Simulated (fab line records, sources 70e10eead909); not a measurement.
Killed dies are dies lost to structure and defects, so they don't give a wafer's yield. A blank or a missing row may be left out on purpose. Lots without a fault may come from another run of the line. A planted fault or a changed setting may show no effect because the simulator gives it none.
A struck lot beside a sound one | flow nand_harc | 15 steps out of a route of 1302
Sound: wafers L849.1, L849.4, L849.5. Struck: wafers L854.2, L854.3, L854.4. The cause comes at the end.
At each step with rows: each side's tool, then ch and its chambers, then its first start. Under that, the readings that differ: sound wafers | struck wafers | difference of the means | sigmas: that difference in standard deviations of wafers without a fault.
alike: readings whose means differ by less than 2 such deviations, and words and numbers that are the same on both sides. not compared: withheld readings, readings that some wafer has no value for, bounds like >300 that may hide the same value, and numbers for which the record gives no deviation and whose values overlap.
The two part at a step that has a row with sigmas, a row that says differs or no value, or rows on one side only. Numbers that don't overlap but have no deviation are shown without sigmas and don't part them. A reading that every wafer of one side lacks parts them only if that side has two wafers or more.

NHARC_P_M1_DESCUM_14: chemistry O2, time 3 s.
  sound on rie_diel-07 ch 2,3, day 9 09:07; struck on rie_diel-05 ch 0,2,3, day 11 08:29
  alike: drypump_motor_current_A, oes_product_au, rf_vpp_V, showerhead_plenum_p_Torr, throttle_valve_pct
  not compared: rf_hours_counter_h
NHARC_P_M1_ETCH_35: etches the open film in N2/H2, target depth 40 nm, overetch 12 nm, time 43.94 s.
  sound on rie_diel-07 ch 1,2,3, day 9 09:13; struck on rie_diel-05 ch 0,1,3, day 11 08:34
  alike: drypump_motor_current_A, h2_flow_sccm, oes_product_au, rf_fwd_power_W, rf_vpp_V, showerhead_plenum_p_Torr, throttle_valve_pct
  not compared: rf_hours_counter_h
NHARC_P_M1_ETCH_15: etches the open film in C4F8/Ar, target depth 182.5 nm, time 91.2 s.
  sound on rie_diel-07 ch 1,3; struck on rie_diel-05 ch 0,1,3
  alike: oes_product_au, rf_fwd_power_W, rf_vpp_V
  not compared: rf_hours_counter_h
NHARC_P_M1_CD_MEAS_16:
  sound on cd_sem-03, day 9 09:26; struck on cd_sem-03, day 11 08:48
  alike: cd_nm
then, 3 steps without rows for these wafers: NHARC_P_M1_STRIP_18 (strips in N2/H2); NHARC_P_M1_ETCH_28 (etches the open film in CF4/N2, target depth 30 nm, time 72.99 s); NHARC_P_M1_STRIP_19 (strips in post etch residue remover, time 600 s).
NHARC_P_M1_DEGAS_29: time 60 s.
  sound on pvd_sputter-02, day 9 10:10; struck on pvd_sputter-01, day 11 09:31
  reading            | sound       | struck      | difference | sigmas
  heater_power_w (W) | 315 296 297 | 337 356 377 | +54        | +2
NHARC_P_M1_PRE_CLEAN_30: time 30 s.
  sound on pvd_sputter-02; struck on pvd_sputter-01
  alike: heater_power_w
then, 3 steps without rows for these wafers: NHARC_P_M1_PVD_20 (deposits TaN, target thk 5 nm, time 8.06 s); NHARC_P_M1_PVD_21 (deposits Cu, target thk 30 nm, time 20.49 s); NHARC_P_M1_ECD_22 (material Cu, target thk 400 nm).
NHARC_P_M1_ANNEAL_31: time 90 s.
  sound on rtp_anneal-02 ch 0, day 9 10:53; struck on rtp_anneal-02, day 11 10:27
  no value came back on the struck wafers for anneal_temp_c (C), anneal_temp_c_max, wafer_temp_C_max; on the sound wafers anneal_temp_c (C) reads 224.72 224.63 224.84
then, 1 step without rows for these wafers: NHARC_P_M1_CMP_23 (polishes, t overpolish 20 s, target thk 157.82 nm).
-- the record jumps here: 18 days lie between the struck wafers' starts before and after (it left off in module P_M1 and takes up again in module END, whose first step shown is number 1302 of the route) --
NHARC_END_SORT_01:
  sound on prober-02 ch 0, day 27 07:40; struck on prober-02 ch 0, day 29 10:05
  reading             | sound  | struck   | difference | sigmas
  killed_at_periphery | 8 14 8 | 30 26 22 | +16        | +6
  alike: defect_limited_yield, killed_at_array, killed_at_other, killed_dies, killed_open, killed_short

WHERE THEY PART
First at NHARC_P_M1_DEGAS_29; last, within this record, at NHARC_END_SORT_01.

WHY: what the simulator had put in
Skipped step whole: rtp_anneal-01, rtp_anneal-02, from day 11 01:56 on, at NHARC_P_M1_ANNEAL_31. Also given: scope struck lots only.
